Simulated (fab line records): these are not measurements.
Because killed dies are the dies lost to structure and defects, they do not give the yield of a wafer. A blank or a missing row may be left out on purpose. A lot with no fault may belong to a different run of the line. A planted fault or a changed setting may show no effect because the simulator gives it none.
Split-lot trial    flow n5 finfet    on a route of 1938 steps: 7 lots, 21 wafers read

== THE SPLIT ==
At N5_PMOS_HMC_CHANNEL_EPI_COAT_31 (time 60 s, resist thk 66 nm), the setting spin rpm was moved away from the recipe's 1500 rpm on 3 of the 21 wafers read, by +4.1% to +7.2%. For the rest of the wafers, this setting stayed at what the recipe calls for.

== FROM THE SPLIT TO THE READING: what the file shows between them, 4 steps ==
- N5_PMOS_HMC_CHANNEL_EPI_PEB_07: peb time 60 s (also split here: peb time s)
- N5_PMOS_HMC_CHANNEL_EPI_DEVELOP_08: develop time 30 s
- N5_PMOS_HMC_CHANNEL_EPI_CD_MEAS_09: target cd 237.4 nm
- N5_PMOS_HMC_CHANNEL_EPI_DESCUM_14: chemistry O2, time 7.9 s

== THE READING ==
etch.depth nm (the simulator's own value, which no gauge read), in nm, at N5_PMOS_HMC_CHANNEL_EPI_ETCH_32 (etches BARC in N2/H2, stops on SiO2, target depth 85.8 nm, time 50.3 s). No usual value for it is given in the file. The 18 wafers here that ran the recipe average 65.96 nm, standard deviation 0.24 nm.

wafer   tool, chamber at the split  spin rpm as run, rpm  against the recipe  etch.depth nm, nm  against lot-mates on the recipe
L076.3  litho track-03, 0           1608                  +7.2%               63.5               -2.36
L076.4  litho track-03, 0           1500                  recipe              65.86              -
L076.6  litho track-03, 0           1608                  +7.2%               63.53              -2.33
L080.1  litho track-01, 0           1500                  recipe              66.21              -
L080.3  litho track-01, 0           1500                  recipe              66.01              -
L080.5  litho track-01, 0           1500                  recipe              66.06              -
L081.1  litho track-04, 0           1500                  recipe              66.13              -
L081.2  litho track-04, 0           1500                  recipe              66.17              -
L081.4  litho track-04, 0           1500                  recipe              66.16              -
L084.2  litho track-01, 0           1500                  recipe              66.21              -
L084.3  litho track-01, 0           1500                  recipe              66.05              -
L084.4  litho track-01, 0           1500                  recipe              66.12              -
L085.1  litho track-03, 0           1500                  recipe              66.01              -
L085.2  litho track-03, 0           1500                  recipe              66.05              -
L085.4  litho track-03, 0           1561                  +4.1%               64.76              -1.27
L093.2  litho track-01, 0           1500                  recipe              65.95              -
L093.3  litho track-01, 0           1500                  recipe              65.96              -
L093.5  litho track-01, 0           1500                  recipe              65.81              -
L095.1  litho track-03, 0           1500                  recipe              65.29              -
L095.2  litho track-03, 0           1500                  recipe              65.57              -
L095.5  litho track-03, 0           1500                  recipe              65.6               -

FIT RESULTS
A straight line over all 21 wafers: etch.depth nm changes by -0.334 nm for each +1% of spin rpm; r = -0.96; the points scatter about the line by 0.24 nm.
The same after taking each lot's own level away (the mean of its wafers on the recipe; 21 wafers): -0.324 nm for each +1%; r = -0.99; scatter 0.077 nm.
According to that fit, moving spin rpm by its largest amount changes the reading by 2.3 nm.
The span of the lots' own levels, 65.487 to 66.153 nm, comes to 2.8 times the standard deviation stated above.
The two slopes agree, so the slope changes little with the lot-to-lot level.
Check: for one of the wafers moved furthest among these (+7.2%), held out of the fit, the line's prediction against its lot-mates is -2.31 nm. Against them it came out at -2.36 nm.

== FURTHER SPLITS ON THESE WAFERS ==
These wafers also went through other splits before the reading. Each is held against what the fit with the lots' levels taken away leaves over:
other split on the same wafers             wafers away from the commonest value  r with etch.depth nm (lot level and that fit taken away)
N5_PMOS_HMC_CHANNEL_EPI_PEB_07 peb time s  9                                     +0.12

== THE WHOLE CHAIN: every reading that the file lists as answering this split, in the file's order ==
step                             what it does                                                            reading                                                                                       change (the file's fit)                r (the file's)
N5_PMOS_HMC_CHANNEL_EPI_COAT_31  time 60 s, resist thk 66 nm                                             BARC_of_PMOS_HMC_CHANNEL_EPI_COAT_31.thk nm (the simulator's own value, which no gauge read)  -0.322 nm for each +1% of the setting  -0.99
N5_PMOS_HMC_CHANNEL_EPI_ETCH_32  etches BARC in N2/H2, stops on SiO2, target depth 85.8 nm, time 50.3 s  etch.depth nm (the simulator's own value, which no gauge read)                                -0.322 nm for each +1% of the setting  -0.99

== FILE'S OWN FIT ==
etch.depth nm changes by -0.322 nm for each +1% of spin rpm, r = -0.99.
